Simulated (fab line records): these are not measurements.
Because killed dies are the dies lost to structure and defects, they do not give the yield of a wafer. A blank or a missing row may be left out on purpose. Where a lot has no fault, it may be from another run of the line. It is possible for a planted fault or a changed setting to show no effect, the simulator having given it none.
fab line records | flow n5Finfet
record lots=10 | wafers=28 | lastDay=16
route steps=1938 shown BEOL_M1@789 BEOL_M4@1111
lots that met no fault: taken from a fault-free run of the same line
startH: the number of hours between the record's first day and the start of the first shown wafer of the lot | waitH: hours since the lot's step before | " as in the row above | L1.1+2: several wafers, shown together as one row | - no value, or no start was given | * or withheld: withheld | < > ~ a bound
route shown NAME@n: a module of which the file shows steps, and the number in the route of the first | usual: mean and standard deviation over wafers with no fault | same: alike in all rows | chamber/n: place in a boat | sites: readings site by site | _std_site: their standard deviation | _edge_site: the outer-site mean with the inner-site mean subtracted | radiusMm: how far each site lies from the wafer's centre | mask NAME#n: copy n | behind: the most recent tool/chamber to have shaped the wafer | hold: reason for holding the lot/hours on hold/outcome of the hold | device: which transistor (n, p or np) failed to switch | end of line: tests of these same wafers at the route's end | for a step that has no rows: nothing shown but its recipe | killed: dies lost to structure and defects at the first sort, not the wafer's yield | map: shows each die of a wafer: x if killed, . if not, _ if none is there
set.NAME: the run value of the setting; set.NAME@STEP: its run value at that earlier step | model.NAME: the simulator's own value behind a step, which no gauge read
the route's steps for a sample of lots (tables are steps, rows are wafers)
services: when a tool's chamber went out of use (startH, in hours from the record's first day, below 0 if earlier), for how many hours, and the reason
## steps
# step N5_BEOL_M1_DESCUM_33
# recipe chemistry=O2 | timeS=7 | sourcePowerW=50 | biasPowerW=20 | pressureMtorr=20 | rfFrequencyHz=2.712e+07 | tempC=40 | resist=CAR-EUV | o2FlowSccm=225
# usual drypumpMotorCurrentA=5.8/0.53 | oesProductAu=0.79/0.063 | rfVppV=243.2/1.2 | showerheadPlenumPTorr=2.10/0.048 | tempC=40.01/0.1 | throttleValvePct=20.37/0.2
lot.wafer | tool       | chamber | startH | waitH | drypumpMotorCurrentA | oesProductAu | rfHoursCounterH | rfVppV | showerheadPlenumPTorr | tempC | throttleValvePct
L462.1    | rieDiel-03 | 0       | 131.30 | 0.1   | 5.3                  | 0.85         | 64              | 242.3  | 2.05                  | 40.15 | 20.46
L462.5    | "          | 1       | "      | "     | 4.8                  | 0.96         | -               | 242.6  | 2.15                  | 39.85 | 20.17
L464.3    | rieDiel-05 | 1       | 144.50 | 0.0   | 5.7                  | 0.75         | 150             | 245.0  | 2.17                  | 40.07 | 20.19
L464.4    | "          | 2       | "      | "     | 5.9                  | 0.83         | -               | 243.0  | 2.13                  | 39.95 | 20.23
L464.6    | "          | 1       | "      | "     | 5.7                  | 0.75         | -               | 244.4  | 2.17                  | 39.97 | 20.18
L466.2    | rieDiel-05 | 1       | 154.13 | 0.0   | 5.7                  | 0.75         | 153             | 244.8  | 2.17                  | 40.01 | 20.21
L466.4    | "          | 2       | "      | "     | 5.9                  | 0.82         | 90              | 243.7  | 2.13                  | 39.97 | 20.23
L466.6    | "          | 2       | "      | "     | 5.9                  | 0.83         | -               | 245.0  | 2.13                  | 39.96 | 20.23
L468.1    | rieDiel-03 | 0       | 166.09 | 0.0   | 5.3                  | 0.83         | 74              | 241.4  | 2.05                  | 39.97 | 20.46
L468.2    | "          | 1       | "      | "     | 4.8                  | 0.92         | 12              | 244.4  | 2.15                  | 39.86 | 20.20
L468.5    | "          | 2       | "      | "     | 5.7                  | 0.70         | -               | 242.9  | 2.17                  | 40.09 | 20.55
L467.4    | rieDiel-02 | 2       | 166.49 | 0.0   | 6.4                  | 0.72         | 159             | 243.8  | 2.12                  | 40.19 | 20.74
L467.5    | "          | 1       | "      | "     | 5.7                  | 0.81         | -               | 241.7  | 2.02                  | 40.05 | 20.25
L467.6    | "          | 2       | "      | "     | 6.4                  | 0.73         | -               | 244.0  | 2.12                  | 40.14 | 20.75
L469.1    | rieDiel-05 | 3       | 176.37 | 0.0   | 6.4                  | 0.83         | 82              | 243.2  | 2.05                  | 39.92 | 20.75
L469.3    | "          | 1       | "      | "     | 5.7                  | 0.74         | 159             | 243.3  | 2.16                  | 39.83 | 20.21
L469.5    | "          | 3       | "      | "     | 6.4                  | 0.83         | -               | 241.0  | 2.05                  | 39.99 | 20.77
L473.5    | rieDiel-03 | 1       | 201.15 | 0.1   | 4.8                  | 0.89         | -               | 243.6  | 2.14                  | 39.92 | 20.21
L473.6    | "          | 3       | "      | "     | 6.6                  | 0.82         | -               | 243.0  | 2.12                  | 40.01 | 20.27
L474.1    | rieDiel-05 | 2       | 204.78 | 0.1   | 5.9                  | 0.81         | 107             | 243.6  | 2.12                  | 40.02 | 20.27
L474.4    | "          | 3       | "      | "     | 6.4                  | 0.82         | 92              | 241.9  | 2.05                  | 39.97 | 20.77
L474.5    | "          | 3       | "      | "     | 6.4                  | 0.83         | -               | 242.3  | 2.05                  | 40.13 | 20.77
L477.3    | rieDiel-02 | 0       | 215.56 | 0.0   | 5.4                  | 0.86         | 58              | 240.8  | 2.07                  | 39.90 | 20.10
L477.5    | "          | 2       | "      | "     | 6.5                  | 0.71         | -               | 242.4  | 2.12                  | 39.87 | 20.77
L477.6    | "          | 3       | "      | "     | 5.4                  | 0.75         | -               | 242.4  | 2.09                  | 39.93 | 20.67
L478.1    | rieDiel-05 | 1       | 220.02 | 0.0   | 5.7                  | 0.72         | 173             | 245.3  | 2.16                  | 40.20 | 20.21
L478.2    | "          | 3       | "      | "     | 6.4                  | 0.81         | 97              | 240.4  | 2.05                  | 39.98 | 20.77
L478.6    | "          | 3       | "      | "     | 6.4                  | 0.82         | -               | 242.2  | 2.05                  | 40.13 | 20.76
# step N5_BEOL_M1_CVD_47
# recipe material=Co | targetThkA=30 | tempC=withheld | precursor=CCTBA/H2 | pressureTorr=30 | timeS=223.8
# usual runLengthS=246.5/0.35
lot.wafer | tool     | chamber | startH | waitH | runLengthS
L462.1    | cvdCo-02 | 2       | 132.79 | 0.0   | 246.5
L462.5    | "        | 0       | "      | "     | 246.1
L464.3    | cvdCo-01 | 0       | 150.98 | 0.0   | 246.4
L464.4    | "        | 0       | "      | "     | 247.0
L464.6    | "        | 1       | "      | "     | 247.2
L466.2    | cvdCo-02 | 0       | 156.05 | 0.1   | 246.5
L466.4    | "        | 2       | "      | "     | 247.1
L466.6    | "        | 1       | "      | "     | 246.9
L468.1    | cvdCo-01 | 2       | 175.90 | 0.0   | 246.1
L468.2    | "        | 1       | "      | "     | 246.3
L468.5    | "        | 2       | "      | "     | 246.9
L467.4    | cvdCo-01 | 2       | 176.16 | 0.3   | 246.2
L467.5    | "        | 0       | "      | "     | 246.9
L467.6    | "        | 1       | "      | "     | 246.7
L469.1    | cvdCo-02 | 1       | 185.17 | 0.2   | 246.9
L469.3    | "        | 0       | "      | "     | 246.2
L469.5    | "        | 0       | "      | "     | 246.1
L473.5    | cvdCo-01 | 2       | 211.02 | 0.1   | 246.0
L473.6    | "        | 0       | "      | "     | 246.6
L474.1    | cvdCo-02 | 0       | 211.33 | 0.1   | 246.4
L474.4    | "        | 2       | "      | "     | 246.6
L474.5    | "        | 1       | "      | "     | 247.2
L477.3    | cvdCo-02 | 1       | 219.24 | 0.1   | 135.7
L477.5    | "        | 1       | "      | "     | 246.8
L477.6    | "        | 0       | "      | "     | 246.4
L478.1    | cvdCo-02 | 0       | 232.42 | 0.1   | 135.2
L478.2    | "        | 2       | "      | "     | 134.8
L478.6    | "        | 2       | "      | "     | 246.4
# step N5_BEOL_M1_ANNEAL_80
# recipe tempC=400 | timeS=240 | ambient=vacuum
# usual heaterPowerW=816/45
lot.wafer | tool          | chamber | startH | waitH | heaterPowerW
L462.1    | pvdSputter-02 | -       | 133.25 | 0.0   | 804
L462.5    | "             | -       | "      | "     | 780
L464.3    | pvdSputter-02 | -       | 151.44 | 0.0   | 855
L464.4    | "             | -       | "      | "     | 790
L464.6    | "             | -       | "      | "     | 775
L466.2    | pvdSputter-02 | -       | 156.51 | 0.0   | 804
L466.4    | "             | -       | "      | "     | 814
L466.6    | "             | -       | "      | "     | 815
L468.1    | pvdSputter-03 | -       | 176.49 | 0.0   | 823
L468.2    | "             | -       | "      | "     | 881
L468.5    | "             | -       | "      | "     | 868
L467.4    | pvdSputter-01 | -       | 176.72 | 0.0   | 702
L467.5    | "             | -       | "      | "     | 843
L467.6    | "             | -       | "      | "     | 791
L469.1    | pvdSputter-03 | -       | 185.84 | 0.0   | 886
L469.3    | "             | -       | "      | "     | 808
L469.5    | "             | -       | "      | "     | 837
L473.5    | pvdSputter-01 | -       | 211.48 | 0.1   | 810
L473.6    | "             | -       | "      | "     | 693
L474.1    | pvdSputter-02 | -       | 213.39 | 0.0   | 810
L474.4    | "             | -       | "      | "     | 789
L474.5    | "             | -       | "      | "     | 801
L477.3    | pvdSputter-03 | -       | 219.71 | 0.0   | 837
L477.5    | "             | -       | "      | "     | 820
L477.6    | "             | -       | "      | "     | 845
L478.1    | pvdSputter-03 | -       | 232.89 | 0.0   | 848
L478.2    | "             | -       | "      | "     | 802
L478.6    | "             | -       | "      | "     | 879
# step N5_BEOL_M1_SPUTTER_88
# recipe material=Cu | targetThkA=45 | tempC=-20 | chamberPressurePa=0.07 | powerW=withheld | timeS=8.29
# usual chuckGasFlowSccm=1.25/0.051 | throttleValvePct=30.0/1.2
lot.wafer | tool          | chamber | startH | waitH | chuckGasFlowSccm | throttleValvePct
L462.1    | pvdSputter-02 | -       | 133.83 | 0.1   | 1.20             | 32.5
L462.5    | "             | -       | "      | "     | 1.21             | 30.7
L464.3    | pvdSputter-02 | -       | 152.02 | 0.1   | 1.16             | 27.8
L464.4    | "             | -       | "      | "     | 1.29             | 30.4
L464.6    | "             | -       | "      | "     | 1.29             | 30.6
L466.2    | pvdSputter-02 | -       | 157.09 | 0.1   | 1.30             | 30.6
L466.4    | "             | -       | "      | "     | 1.18             | 29.3
L466.6    | "             | -       | "      | "     | 1.18             | 32.1
L468.1    | pvdSputter-03 | -       | 177.07 | 0.1   | 1.23             | 28.5
L468.2    | "             | -       | "      | "     | 1.25             | 30.4
L468.5    | "             | -       | "      | "     | 1.26             | 29.9
L467.4    | pvdSputter-01 | -       | 177.35 | 0.1   | 1.19             | 29.2
L467.5    | "             | -       | "      | "     | 1.17             | 29.1
L467.6    | "             | -       | "      | "     | 1.35             | 30.9
L469.1    | pvdSputter-03 | -       | 186.42 | 0.1   | 1.24             | 30.1
L469.3    | "             | -       | "      | "     | 1.27             | 30.4
L469.5    | "             | -       | "      | "     | 1.24             | 30.1
L473.5    | pvdSputter-01 | -       | 212.03 | 0.0   | 1.17             | 31.1
L473.6    | "             | -       | "      | "     | 1.31             | 29.5
L474.1    | pvdSputter-02 | -       | 213.97 | 0.1   | 1.25             | 32.4
L474.4    | "             | -       | "      | "     | 1.30             | 28.9
L474.5    | "             | -       | "      | "     | 1.26             | 30.8
L477.3    | pvdSputter-03 | -       | 220.29 | 0.1   | 1.23             | 28.3
L477.5    | "             | -       | "      | "     | 1.26             | 28.3
L477.6    | "             | -       | "      | "     | 1.23             | 30.1
L478.1    | pvdSputter-03 | -       | 233.47 | 0.1   | 1.28             | 30.1
L478.2    | "             | -       | "      | "     | 1.23             | 29.7
L478.6    | "             | -       | "      | "     | 1.23             | 30.0
# step N5_BEOL_M4_RC_MEAS_101
# usual DIBL_N=36.0/2.2 | DIBL_P=35.9/2.6 | IOFF_N=0.16/0.038 | IOFF_P=0.21/0.042 | ION_N=675/15 | ION_P=463/10 | SS_N=71.5/0.62 | SS_P=73.2/0.76 | VT_N=250/4.1 | VT_P=-251/3.6
lot.wafer | tool      | chamber | startH | waitH | DIBL_N[mV/V] | DIBL_P[mV/V] | IOFF_N[nA/um] | IOFF_P[nA/um] | ION_N[uA/um] | ION_P[uA/um] | SS_N[mV/dec] | SS_P[mV/dec] | VT_N[mV] | VT_P[mV]
L462.1    | prober-01 | 0       | 168.74 | 0.0   | 37.3         | 37.3         | 0.17          | 0.21          | 674          | 461          | 71.5         | 73.2         | 251      | -254
L462.5    | "         | 0       | "      | "     | 35.4         | 35.0         | 0.14          | 0.19          | 667          | 454          | 71.6         | 72.4         | 251      | -253
L464.3    | prober-02 | 0       | 194.41 | 0.3   | 33.3         | 33.6         | 0.12          | 0.15          | 657          | 446          | 70.9         | 73.0         | 253      | -255
L464.4    | "         | 0       | "      | "     | 36.6         | 37.5         | 0.17          | 0.20          | 680          | 458          | 72.6         | 73.8         | 247      | -251
L464.6    | "         | 0       | "      | "     | 34.8         | 34.4         | 0.14          | 0.15          | 656          | 444          | 71.8         | 73.3         | 251      | -255
L466.2    | prober-01 | 0       | 195.36 | 0.2   | 38.7         | 39.3         | 0.21          | 0.26          | 690          | 471          | 72.2         | 74.5         | 245      | -249
L466.4    | "         | 0       | "      | "     | 36.1         | 35.5         | 0.16          | 0.19          | 675          | 459          | 72.4         | 73.7         | 249      | -251
L466.6    | "         | 0       | "      | "     | 33.1         | 32.3         | 0.12          | 0.16          | 662          | 452          | 71.2         | 72.1         | 252      | -253
L467.4    | prober-01 | 0       | 211.21 | 0.5   | 43.9         | 43.5         | 0.29          | 0.34          | 693          | 471          | 72.5         | 75.3         | 245      | -245
L467.5    | "         | 0       | "      | "     | 41.1         | 40.2         | 0.22          | 0.26          | 687          | 469          | 72.6         | 74.2         | 243      | -247
L467.6    | "         | 0       | "      | "     | 37.2         | 35.3         | 0.14          | 0.19          | 684          | 467          | 71.3         | 73.0         | 252      | -255
L468.1    | prober-01 | 0       | 214.28 | 0.0   | 36.5         | 35.6         | 0.15          | 0.20          | 672          | 462          | 71.5         | 73.3         | 249      | -249
L468.2    | "         | 0       | "      | "     | 34.2         | 34.0         | 0.13          | 0.19          | 682          | 473          | 70.9         | 72.4         | 253      | -250
L468.5    | "         | 0       | "      | "     | 35.0         | 34.3         | 0.13          | 0.19          | 673          | 465          | 70.7         | 72.6         | 251      | -249
L469.1    | prober-01 | 0       | 219.77 | 0.0   | 35.3         | 34.6         | 0.13          | 0.17          | 673          | 464          | 70.8         | 72.6         | 251      | -255
L469.3    | "         | 0       | "      | "     | 37.6         | 36.8         | 0.16          | 0.20          | 662          | 450          | 71.5         | 74.0         | 252      | -254
L469.5    | "         | 0       | "      | "     | 39.0         | 39.5         | 0.21          | 0.24          | 684          | 464          | 72.3         | 74.1         | 246      | -252
L473.5    | prober-01 | 0       | 247.91 | 0.6   | 34.9         | 34.8         | 0.14          | 0.18          | 681          | 466          | 71.4         | 72.5         | 250      | -250
L473.6    | "         | 0       | "      | "     | 35.5         | 36.6         | 0.15          | 0.20          | 666          | 456          | 71.6         | 73.4         | 246      | -254
L474.1    | prober-02 | 0       | 253.67 | 0.0   | 35.7         | 35.0         | 0.15          | 0.19          | 671          | 464          | 70.9         | 72.2         | 248      | -250
L474.4    | "         | 0       | "      | "     | 32.8         | 31.4         | 0.11          | 0.15          | 670          | 458          | 70.7         | 72.1         | 253      | -254
L474.5    | "         | 0       | "      | "     | 36.7         | 34.6         | 0.16          | 0.19          | 669          | 457          | 71.8         | 72.8         | 249      | -250
L477.3    | prober-01 | 0       | 262.40 | 0.3   | 36.0         | 37.5         | 0.18          | 0.24          | 687          | 470          | 71.2         | 73.3         | 246      | -246
L477.5    | "         | 0       | "      | "     | 37.0         | 38.6         | 0.19          | 0.25          | 691          | 475          | 71.3         | 73.8         | 246      | -247
L477.6    | "         | 0       | "      | "     | 34.2         | 34.9         | 0.15          | 0.19          | 694          | 480          | 71.1         | 72.6         | 249      | -250
L478.1    | prober-02 | 0       | 266.93 | 0.0   | 37.0         | 38.5         | 0.17          | 0.24          | 661          | 456          | 72.0         | 73.5         | 246      | -249
L478.2    | "         | 0       | "      | "     | 37.4         | 38.1         | 0.20          | 0.23          | 697          | 478          | 71.2         | 73.8         | 243      | -251
L478.6    | "         | 0       | "      | "     | 36.6         | 36.9         | 0.17          | 0.22          | 686          | 464          | 70.7         | 72.4         | 248      | -250
## services
tool          | chamber | startH | hours | kind
rieDiel-03    | 1       | 109.14 | -     | clean
rieDiel-03    | 1       | 109.14 | -     | consumableReplace:focusRing
rieDiel-03    | 1       | 109.14 | 17.6  | scheduledDown
rieDiel-03    | 1       | 109.14 | 17.6  | ventCycle
cvdCo-01      | 1       | 114.80 | -     | clean
cvdCo-01      | 1       | 114.80 | 22.0  | scheduledDown
cvdCo-01      | 1       | 114.80 | 22.0  | ventCycle
rieDiel-02    | 3       | 119.31 | 7.9   | repair
rieDiel-05    | -       | 122.19 | 0.2   | repair
rieDiel-05    | 3       | 129.67 | 16.7  | repair
cvdCo-02      | -       | 138.59 | 6.9   | pm
pvdSputter-01 | -       | 150.27 | 1.8   | repair
cvdCo-02      | -       | 150.64 | 1.2   | repair
rieDiel-05    | -       | 159.80 | 1.1   | repair
rieDiel-03    | 2       | 189.48 | 14.7  | repair
cvdCo-02      | -       | 198.93 | 0.9   | repair
## key
firstSign step=N5_BEOL_M1_CVD_47 | reading=runLengthS | direction=down | sigmas=99+ | usual=* | struck=*
effect none on later readings
metAt N5_BEOL_M1_CVD_47
struckLots L477,L478
struckWafers L477.3,L478.1,L478.2
notActingAt N5_BEOL_M1_DESCUM_33,N5_BEOL_M1_ANNEAL_80,N5_BEOL_M1_SPUTTER_88
onsetBetween 211.33 219.24
fault kind=processParameterDrift | tool=cvdCo-02 | chamber=- | onsetH=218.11 | steps=N5_BEOL_M1_CVD_47 | channel=timeS | offset=* | shape=step | endH=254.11 | scope=struckWafersOnly | actsIn=* | stated=*
